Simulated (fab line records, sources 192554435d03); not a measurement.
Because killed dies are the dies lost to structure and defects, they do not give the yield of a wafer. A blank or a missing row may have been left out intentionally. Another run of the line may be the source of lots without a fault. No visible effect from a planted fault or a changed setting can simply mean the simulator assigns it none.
2 desks, one fault || flow n5-finfet || each desk holds nothing but its own numbers, with what lay behind them at the end

## FROM THE METROLOGY DESK
What the gauges read, lot by lot, whatever tool the lot ran on: means of the sampled wafers that have a number. If a lot's mean is further than 4 standard deviations from the usual mean, the lot is out of limits and carries the mark OUT (the distance appears in the brackets). Shown here are 7 of its 10 readings, the ones lying furthest out on some lot.
Columns: A = DIBL_N at N5_BEOL_M4_RC_MEAS_101, usual 36.3 mV/V; B = IOFF_N at N5_BEOL_M4_RC_MEAS_101, usual 0.157 nA/um; C = IOFF_P at N5_BEOL_M4_RC_MEAS_101, usual 0.206 nA/um; D = ION_N at N5_BEOL_M4_RC_MEAS_101, usual 673 uA/um; E = ION_P at N5_BEOL_M4_RC_MEAS_101, usual 461 uA/um; F = VT_N at N5_BEOL_M4_RC_MEAS_101, usual 249.9 mV; G = VT_P at N5_BEOL_M4_RC_MEAS_101, usual -250.6 mV
{"lot": "L684", "first seen here": "day 8 05:05", "A": 36.1, "B": 0.173, "C": 0.198, "D": 684, "E": 463, "F": 249.5, "G": -252.2}
{"lot": "L686", "first seen here": "day 9 07:38", "A": 35.7, "B": 0.153, "C": 0.205, "D": 665, "E": 459, "F": 250.3, "G": -251.2}
{"lot": "L687", "first seen here": "day 9 09:32", "A": 38.4, "B": 0.178, "C": 0.222, "D": 680, "E": 467, "F": 249.3, "G": -249.2}
{"lot": "L685", "first seen here": "day 9 11:14", "A": 36.2, "B": 0.150, "C": 0.209, "D": 678, "E": 467, "F": 249.1, "G": -250.9}
{"lot": "L691", "first seen here": "day 9 23:08", "A": 36.3, "B": 0.140, "C": 0.185, "D": 664, "E": 457, "F": 251.4, "G": -251.6}
{"lot": "L693", "first seen here": "day 10 21:08", "A": 37.2, "B": 0.165, "C": 0.212, "D": 675, "E": 459, "F": 250.7, "G": -252.1}
{"lot": "L695", "first seen here": "day 11 11:57", "A": 36.5, "B": 0.186, "C": 0.254, "D": 685, "E": 472, "F": 246.0, "G": -245.8}
{"lot": "L697", "first seen here": "day 11 15:38", "A": 37.0, "B": 0.150, "C": 0.208, "D": 663, "E": 458, "F": 250.1, "G": -250.4}
{"lot": "L700", "first seen here": "day 12 17:07", "A": 36.3, "B": 0.133, "C": 0.166, "D": 664, "E": 453, "F": 252.3, "G": -255.3}
{"lot": "L702", "first seen here": "day 13 01:10", "A": 36.0, "B": 0.143, "C": 0.208, "D": 675, "E": 468, "F": 250.0, "G": -247.3}
This desk's finding: nothing out of limits on any of the 10 lots.

## TOOL OWNER'S DESK, litho-track-05
The tool's own readings at N5_BEOL_M3_COAT_67 (time 60 s, resist thk 60 nm): means of the sampled wafers that have a number, for each lot that ran on this tool. If a lot's mean is further than 4 standard deviations from the usual mean, the lot is out of limits and carries the mark OUT (the distance appears in the brackets).
Columns: A = spin-speed-rpm at N5_BEOL_M3_COAT_67, usual 1499.8 rpm
{"lot": "L684", "first seen here": "day 7 11:01", "A": 1501.0}
{"lot": "L686", "first seen here": "day 8 07:14", "A": "1362.0 (-99 or more) OUT"}
{"lot": "L687", "first seen here": "day 8 10:37", "A": "1362.3 (-99 or more) OUT"}
{"lot": "L685", "first seen here": "day 8 12:31", "A": "1360.9 (-99 or more) OUT"}
This desk finds L685, L686, L687 out of limits, L686 being first, at day 8 07:14 (spin-speed-rpm at N5_BEOL_M3_COAT_67). L684: within limits.

## PUT TOGETHER
On L685, L686, L687, at day 8 07:14, an alarm was possible from the tool owner's desk.
At the metrology desk, nothing out of limits was observed.
The metrology desk has L685, L686, L687 on record, within its limits.
Every lot named ran N5_BEOL_M3_COAT_67 on litho-track-05.

## WHAT WAS PUT IN BY THE SIMULATOR
Drift in process parameters on litho-track-05 at N5_BEOL_M3_COAT_67, starting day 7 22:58. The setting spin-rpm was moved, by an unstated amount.
Struck lots among those shown: L685, L686, L687.
How many hours passed from the start of the fault until each desk's first out-of-limits reading: the tool owner's desk, 8.
